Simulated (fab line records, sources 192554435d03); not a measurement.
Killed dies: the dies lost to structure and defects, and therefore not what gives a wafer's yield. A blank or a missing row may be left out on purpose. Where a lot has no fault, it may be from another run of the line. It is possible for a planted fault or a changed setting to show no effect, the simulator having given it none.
The tool behind it: which one? :: flow n5-finfet :: Sampling: 11 lots, 30 wafers, 5 of 1938 route steps

WHAT EACH GAUGE READ, for each wafer
N5_BEOL_M4_RC_MEAS_101.
lot: L671
measured: day 8 12:53
on: prober-02
DIBL_N (mV/V): 35.2 37.0 37.2

lot: L674
measured: day 9 18:23
on: prober-02
DIBL_N (mV/V): 36.5 35.0 36.1

lot: L676
measured: day 9 16:45
on: prober-01
DIBL_N (mV/V): 36.4 35.5

lot: L677
measured: day 10 14:52
on: prober-02
DIBL_N (mV/V): 36.6 36.1

lot: L678
measured: day 11 00:23
on: prober-02
DIBL_N (mV/V): 34.8 34.8

lot: L682
measured: day 12 02:16
on: prober-01
DIBL_N (mV/V): 35.2 32.5 35.8

lot: L688
measured: day 13 14:47
on: prober-01
DIBL_N (mV/V): 36.5 36.6 36.1

lot: L689
measured: day 13 14:14
on: prober-02
DIBL_N (mV/V): 34.5 33.8 35.7

lot: L690
measured: day 13 17:34
on: prober-01
DIBL_N (mV/V): 36.5 35.8 36.4

lot: L692
measured: day 14 01:35
on: prober-02
DIBL_N (mV/V): 35.1 35.0 35.1

lot: L694
measured: day 14 22:47
on: prober-02
DIBL_N (mV/V): 35.3 35.2 35.9

WHAT TOOL EACH LOT RAN ON (gives the tool, then ch and the chambers of the sampled wafers, and finally the start)
lot: L671
N5_BEOL_M3_ANNEAL_87: pvd-sputter-01, day 7 23:07
N5_BEOL_M3_ANNEAL_91: pvd-sputter-01, day 7 23:34
N5_BEOL_M3_SPUTTER_94: pvd-sputter-01, day 7 23:55
N5_BEOL_M3_CO_CAP_55: cvd-co-01 ch 0,1,2, day 8 01:16

lot: L674
N5_BEOL_M3_ANNEAL_87: pvd-sputter-03, day 8 12:21
N5_BEOL_M3_ANNEAL_91: pvd-sputter-03, day 8 12:47
N5_BEOL_M3_SPUTTER_94: pvd-sputter-03, day 8 13:09
N5_BEOL_M3_CO_CAP_55: cvd-co-02 ch 1,2, day 8 14:14

lot: L676
N5_BEOL_M3_ANNEAL_87: pvd-sputter-03, day 8 15:15
N5_BEOL_M3_ANNEAL_91: pvd-sputter-03, day 8 15:41
N5_BEOL_M3_SPUTTER_94: pvd-sputter-03, day 8 16:03
N5_BEOL_M3_CO_CAP_55: cvd-co-01 ch 0,1, day 8 17:08

lot: L677
N5_BEOL_M3_ANNEAL_87: pvd-sputter-03, day 9 11:39
N5_BEOL_M3_ANNEAL_91: pvd-sputter-03, day 9 12:05
N5_BEOL_M3_SPUTTER_94: pvd-sputter-03, day 9 12:27
N5_BEOL_M3_CO_CAP_55: cvd-co-01 ch 1,2, day 9 13:32

lot: L678
N5_BEOL_M3_ANNEAL_87: pvd-sputter-02, day 9 15:10
N5_BEOL_M3_ANNEAL_91: pvd-sputter-02, day 9 15:36
N5_BEOL_M3_SPUTTER_94: pvd-sputter-02, day 9 15:58
N5_BEOL_M3_CO_CAP_55: cvd-co-01 ch 2, day 9 17:02

lot: L682
N5_BEOL_M3_ANNEAL_87: pvd-sputter-01, day 10 14:49
N5_BEOL_M3_ANNEAL_91: pvd-sputter-01, day 10 15:16
N5_BEOL_M3_SPUTTER_94: pvd-sputter-01, day 10 15:37
N5_BEOL_M3_CO_CAP_55: cvd-co-02 ch 0,1,2, day 10 16:43

lot: L688
N5_BEOL_M3_ANNEAL_87: pvd-sputter-02, day 12 08:26
N5_BEOL_M3_ANNEAL_91: pvd-sputter-02, day 12 08:52
N5_BEOL_M3_SPUTTER_94: pvd-sputter-02, day 12 09:14
N5_BEOL_M3_CO_CAP_55: cvd-co-02 ch 0,1, day 12 10:19

lot: L689
N5_BEOL_M3_ANNEAL_87: pvd-sputter-02, day 12 12:15
N5_BEOL_M3_ANNEAL_91: pvd-sputter-02, day 12 12:41
N5_BEOL_M3_SPUTTER_94: pvd-sputter-02, day 12 13:03
N5_BEOL_M3_CO_CAP_55: cvd-co-02 ch 0,1, day 12 14:08

lot: L690
N5_BEOL_M3_ANNEAL_87: pvd-sputter-01, day 12 23:50
N5_BEOL_M3_ANNEAL_91: pvd-sputter-01, day 13 00:17
N5_BEOL_M3_SPUTTER_94: pvd-sputter-01, day 13 00:38
N5_BEOL_M3_CO_CAP_55: cvd-co-01 ch 0,2, day 13 05:00

lot: L692
N5_BEOL_M3_ANNEAL_87: pvd-sputter-02, day 13 06:59
N5_BEOL_M3_ANNEAL_91: pvd-sputter-02, day 13 07:25
N5_BEOL_M3_SPUTTER_94: pvd-sputter-02, day 13 07:47
N5_BEOL_M3_CO_CAP_55: cvd-co-02 ch 0,2, day 13 09:07

lot: L694
N5_BEOL_M3_ANNEAL_87: pvd-sputter-02, day 13 19:54
N5_BEOL_M3_ANNEAL_91: pvd-sputter-02, day 13 20:20
N5_BEOL_M3_SPUTTER_94: pvd-sputter-02, day 13 20:42
N5_BEOL_M3_CO_CAP_55: cvd-co-01 ch 0,1,2, day 13 21:52
- N5_BEOL_M3_ANNEAL_87: time 240 s.
- N5_BEOL_M3_ANNEAL_91: time 240 s.
- N5_BEOL_M3_SPUTTER_94: material Cu, target thk 4.5 nm, time 8.29 s.
- N5_BEOL_M3_CO_CAP_55: material Co, precursor CCTBA/H2, target thk 2 nm, time 102.1 s.

THE ANSWER, worked out from the rows above alone
Rule: the lots themselves supply what counts as usual. Put in order of their means at a reading, lots are off if they are a third of the lots or fewer, leave a main group of 4 or more, and stand apart from it by a gap of 3 or more times the standard deviation of the main group's means; of several such gaps the widest counts. If all means in a main group match to the digits the tables above print for the reading, that group is not used. A lot without any number at a reading at which 4 lots or more have one is off too. Any other lot the step has rows for is counted as sound.
No lot is off on any of the readings shown, so nothing can be concluded from this.

WHAT THE SIMULATOR HAD PUT IN
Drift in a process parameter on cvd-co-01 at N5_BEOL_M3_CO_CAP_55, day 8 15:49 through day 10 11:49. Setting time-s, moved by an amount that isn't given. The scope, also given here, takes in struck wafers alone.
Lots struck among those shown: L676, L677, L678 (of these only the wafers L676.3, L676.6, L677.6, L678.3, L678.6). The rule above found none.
